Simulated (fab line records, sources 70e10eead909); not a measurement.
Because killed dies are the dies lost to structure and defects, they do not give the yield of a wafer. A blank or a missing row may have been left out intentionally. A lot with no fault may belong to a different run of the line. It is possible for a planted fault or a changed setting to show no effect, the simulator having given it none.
Chamber matching | flow nandHarc | pecvd-04 running NHARC_A_STAIRCASE_DEP_322: 3 sister chambers
The step deposits SiO2, target thk 7200 nm. 6 wafers are shown with their chamber, then 7 later ones without.

WAFERS WITH THEIR CHAMBER
wafer  | chamber | heaterPowerW (W)
L083.4 | 0       | 699
L086.3 | 1       | 750
L086.4 | 2       | 748
L086.5 | 0       | 684
L089.1 | 2       | 901
L089.2 | 1       | 777

WAFERS WHOSE CHAMBER IS MISSING
wafer  | heaterPowerW (W)
L089.3 | 811
L094.4 | 709
L094.5 | 652
L094.6 | 692
L096.1 | 876
L096.2 | 763
L096.3 | 819

CHAMBER TAKEN BY EACH
wafer  | from the rows above          | in truth
L089.3 | can't be placed: 2 or 1 or 0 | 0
L094.4 | can't be placed: 0 or 1 or 2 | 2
L094.5 | can't be placed: 0 or 1      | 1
L094.6 | can't be placed: 0 or 1      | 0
L096.1 | can't be placed: 2 or 1      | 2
L096.2 | can't be placed: 1 or 2 or 0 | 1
L096.3 | can't be placed: 2 or 1 or 0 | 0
Placed correctly: 0 of 7. These rows do not allow placing 7 (true chamber among the candidates in 7). 0 placed wrongly.
How it was worked out, from the rows above alone: a wafer's distance from a chamber is the root of the sum, over the readings, of the square of ((its reading less the chamber's mean) divided by the reading's scatter). The wafer belongs to the nearest chamber; if the next one is less than 2 further off, it can't be placed. Each chamber's mean is taken over the wafers shown for it. The scatter: the root of (the sum of the squares of (reading less its chamber's mean) over the shown wafers, divided by (wafers less chambers)).
